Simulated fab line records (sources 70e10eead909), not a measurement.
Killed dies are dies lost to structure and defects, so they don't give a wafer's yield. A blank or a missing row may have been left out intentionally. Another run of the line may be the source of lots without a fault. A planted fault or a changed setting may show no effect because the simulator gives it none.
Which of the tools did it?	flow nand-harc	24 lots with 72 wafers sampled at 4 steps, on a route of 1302 steps

## WHAT THE GAUGES SHOWED, per wafer
NHARC_P_M0_OVL_MEAS_10: pitch 180 nm. Usual: overlay-x-nm -0.2 nm, standard deviation 0.72; overlay-y-nm -0.1 nm, standard deviation 0.94.
lot	measured	on	overlay-x-nm (nm)	overlay-y-nm (nm)	flag
L074	day 6 09:11	overlay-02	-0.9 -0.8 -0.5	1.1 0.7 0.7	
L075	day 6 09:56	overlay-01	0.5 0.3 0.6	1.1 0.7 0.7	
L076	day 7 01:46	overlay-02	0.2 -0.3 0.2	-0.9 -0.7 -1.0	
L077	day 7 03:29	overlay-01	-2.2 -1.6 -1.6	-1.2 -1.2 -1.5	
L078	day 7 19:57	overlay-01	0.4 0.3 0.3	-0.3 -0.3 -0.5	
L079	day 8 04:25	overlay-01	0.7 0.5 0.1	-0.9 0.1 -0.4	
L080	day 8 23:58	overlay-01	-0.9 -0.7 -0.6	0.0 0.5 0.3	
L081	day 9 00:31	overlay-01	0.3 0.6 0.9	2.0 2.2 1.7	
L082	day 9 13:05	overlay-02	-0.6 -0.8 -0.5	-0.2 0.5 -0.1	
L083	day 9 17:31	overlay-01	0.5 0.4 0.4	0.7 0.5 1.1	
L084	day 10 02:21	overlay-02	-0.6 -0.5 0.0	0.4 -0.1 -0.1	
L085	day 10 13:22	overlay-02	-1.4 -1.3 -1.3	0.0 -0.2 -0.3	
L086	day 10 19:51	overlay-02	0.4 0.6 0.3	-0.9 -1.2 -1.4	
L087	day 11 13:37	overlay-01	0.5 0.5 0.1	-0.4 -0.1 -0.2	
L088	day 12 02:53	overlay-02	-0.7 -1.0 -0.7	-0.2 -0.3 -0.3	
L089	day 12 03:49	overlay-01	-0.8 -0.6 -0.3	0.2 0.1 0.3	
L090	day 12 18:22	overlay-01	0.8 0.1 0.8	0.5 0.4 -0.2	
L091	day 12 22:43	overlay-01	0.3 0.2 0.0	1.5 1.0 1.5	
L092	day 13 14:43	overlay-02	0.6 0.3 -0.1	-0.2 -1.1 -0.6	
L093	day 13 22:35	overlay-02	1.0 1.1 0.8	0.3 0.3 0.4	
L094	day 14 10:50	overlay-02	0.4 0.1 0.6	-0.9 -0.6 0.2	
L095	day 15 09:25	overlay-01	-0.3 -1.1 -0.4	-2.0 -2.2 -2.5	
L096	day 15 11:41	overlay-02	-0.6 -0.6 -0.4	0.7 0.8 0.1	
L097	day 15 21:18	overlay-02	-1.4 -1.0 -1.1	-1.1 -0.7 -1.3	

NHARC_P_M1_CD_MEAS_16. Usual: cd-nm 130.0 nm, standard deviation 1.1.
lot	measured	on	cd-nm (nm)	flag
L074	day 6 13:45	cd-sem-03	130.2 130.1 129.2	
L075	day 6 14:19	cd-sem-02	130.0 129.4 130.0	
L076	day 7 06:16	cd-sem-01	130.0 129.3 132.0	
L077	day 7 07:48	cd-sem-03	130.8 129.4 130.2	
L078	day 8 00:32	cd-sem-01	129.4 130.9 130.3	
L079	day 8 08:59	cd-sem-01	128.8 126.7 129.5	
L080	day 9 04:16	cd-sem-03	130.1 128.8 128.7	
L081	day 9 05:17	cd-sem-02	127.5 129.5 130.2	
L082	day 9 17:35	cd-sem-02	130.2 130.2 130.6	
L083	day 9 22:09	cd-sem-01	131.8 130.8 130.5	
L084	day 10 06:49	cd-sem-02	131.0 129.8 128.4	
L085	day 10 17:49	cd-sem-01	129.9 131.0 129.4	
L086	day 11 00:28	cd-sem-02	130.9 129.7 130.1	
L087	day 11 18:14	cd-sem-02	130.0 129.9 131.0	
L088	day 12 07:15	cd-sem-02	131.2 131.3 130.3	
L089	day 12 08:24	cd-sem-02	129.3 131.7 129.5	
L090	day 12 22:50	cd-sem-01	130.7 128.9 130.6	
L091	day 13 03:24	cd-sem-03	131.3 131.9 130.6	
L092	day 13 19:14	cd-sem-03	129.8 128.9 129.8	
L093	day 14 03:01	cd-sem-02	128.7 130.9 130.9	
L094	day 14 15:26	cd-sem-03	131.5 131.4 133.2	
L095	day 15 13:54	cd-sem-03	130.1 131.0 131.6	
L096	day 15 16:07	cd-sem-02	131.7 129.1 129.4	
L097	day 16 01:37	cd-sem-03	129.9 128.3 129.7	

## TOOL THAT RAN EACH LOT (tool first, then ch and the chambers of the sampled wafers, then the start)
lot	NHARC_P_M0_DEGAS_28	NHARC_P_M0_PVD_21
L074	pvd-sputter-01, day 6 10:18	pvd-sputter-01, day 6 13:45 or earlier
L075	pvd-sputter-02, day 6 10:57	pvd-sputter-02, day 6 14:19 or earlier
L076	pvd-sputter-01, day 7 02:50	pvd-sputter-01, day 7 06:16 or earlier
L077	pvd-sputter-02, day 7 04:31	pvd-sputter-02, day 7 07:48 or earlier
L078	pvd-sputter-03, day 7 21:01	pvd-sputter-03, day 8 00:32 or earlier
L079	pvd-sputter-03, day 8 05:32	pvd-sputter-03, day 8 08:59 or earlier
L080	pvd-sputter-01, day 9 00:59	pvd-sputter-01, day 9 04:16 or earlier
L081	pvd-sputter-02, day 9 01:33	pvd-sputter-02, day 9 05:17 or earlier
L082	pvd-sputter-02, day 9 14:07	pvd-sputter-02, day 9 17:35 or earlier
L083	pvd-sputter-02, day 9 18:31	pvd-sputter-02, day 9 22:09 or earlier
L084	pvd-sputter-01, day 10 03:22	pvd-sputter-01, day 10 06:49 or earlier
L085	pvd-sputter-03, day 10 14:22	pvd-sputter-03, day 10 17:49 or earlier
L086	pvd-sputter-02, day 10 21:01	pvd-sputter-02, day 11 00:28 or earlier
L087	pvd-sputter-03, day 11 14:46	pvd-sputter-03, day 11 18:14 or earlier
L088	pvd-sputter-01, day 12 03:55	pvd-sputter-01, day 12 07:15 or earlier
L089	pvd-sputter-02, day 12 04:49	pvd-sputter-02, day 12 08:24 or earlier
L090	pvd-sputter-03, day 12 19:23	pvd-sputter-03, day 12 22:50 or earlier
L091	pvd-sputter-01, day 12 23:47	pvd-sputter-01, day 13 03:24 or earlier
L092	pvd-sputter-02, day 13 15:46	pvd-sputter-02, day 13 19:14 or earlier
L093	pvd-sputter-01, day 13 23:36	pvd-sputter-01, day 14 03:01 or earlier
L094	pvd-sputter-01, day 14 12:01	pvd-sputter-01, day 14 15:26 or earlier
L095	pvd-sputter-02, day 15 10:26	pvd-sputter-02, day 15 13:54 or earlier
L096	pvd-sputter-02, day 15 12:41	pvd-sputter-02, day 15 16:07 or earlier
L097	pvd-sputter-02, day 15 22:19	pvd-sputter-02, day 16 01:37 or earlier
- NHARC_P_M0_DEGAS_28: time 60 s.
- NHARC_P_M0_PVD_21: deposits Cu, target thk 30 nm, time 20.49 s.

## AS READ BY THE TOOLS THEMSELVES (means over the sampled wafers that have a number; for cases with no such wafer, the mark the record gives instead)
NHARC_P_M0_DEGAS_28. Usual: heater-power-w 332 W, standard deviation 29.
lot	tool	heater-power-w (W)	flag
L074	pvd-sputter-01	352	
L075	pvd-sputter-02	301	
L076	pvd-sputter-01	364	
L077	pvd-sputter-02	307	
L078	pvd-sputter-03	349	
L079	pvd-sputter-03	321	
L080	pvd-sputter-01	353	
L081	pvd-sputter-02	317	
L082	pvd-sputter-02	309	
L083	pvd-sputter-02	291	
L084	pvd-sputter-01	345	
L085	pvd-sputter-03	352	
L086	pvd-sputter-02	340	
L087	pvd-sputter-03	322	
L088	pvd-sputter-01	336	
L089	pvd-sputter-02	307	
L090	pvd-sputter-03	343	
L091	pvd-sputter-01	361	
L092	pvd-sputter-02	312	
L093	pvd-sputter-01	350	
L094	pvd-sputter-01	329	
L095	pvd-sputter-02	312	
L096	pvd-sputter-02	308	
L097	pvd-sputter-02	319	

NHARC_P_M0_PVD_21. Usual: throttle-valve-pct 30.0 %, standard deviation 0.89.
lot	tool	throttle-valve-pct (%)	flag
L074	pvd-sputter-01	29.9	
L075	pvd-sputter-02	30.0	
L076	pvd-sputter-01	30.2	
L077	pvd-sputter-02	30.0	
L078	pvd-sputter-03	30.1	
L079	pvd-sputter-03	29.5	
L080	pvd-sputter-01	30.7	
L081	pvd-sputter-02	30.3	
L082	pvd-sputter-02	30.2	
L083	pvd-sputter-02	30.2	
L084	pvd-sputter-01	31.5	
L085	pvd-sputter-03	29.7	
L086	pvd-sputter-02	29.7	
L087	pvd-sputter-03	29.9	
L088	pvd-sputter-01	30.3	
L089	pvd-sputter-02	30.1	
L090	pvd-sputter-03	29.9	
L091	pvd-sputter-01	30.9	
L092	pvd-sputter-02	29.8	
L093	pvd-sputter-01	30.4	
L094	pvd-sputter-01	30.9	
L095	pvd-sputter-02	29.6	
L096	pvd-sputter-02	29.5	
L097	pvd-sputter-02	29.5	

## THE ANSWER, worked out from the rows above alone
Rule: a lot is off if the mean of its wafers that have a number lies more than 3 standard deviations from the usual mean. A lot without any number at a reading at which 4 lots or more have one is off too. All remaining lots with rows at the step are treated as sound. After the gauges, taken in route order, come the tools' own readings; for these a lot's mean is taken, as printed above. The first step at which some lot is off is used, and at that step the reading that is off furthest; a lot without a number counts as furthest.
No lot is off at any reading shown: from this, nothing can be told.

## WHAT THE SIMULATOR HAD INSERTED
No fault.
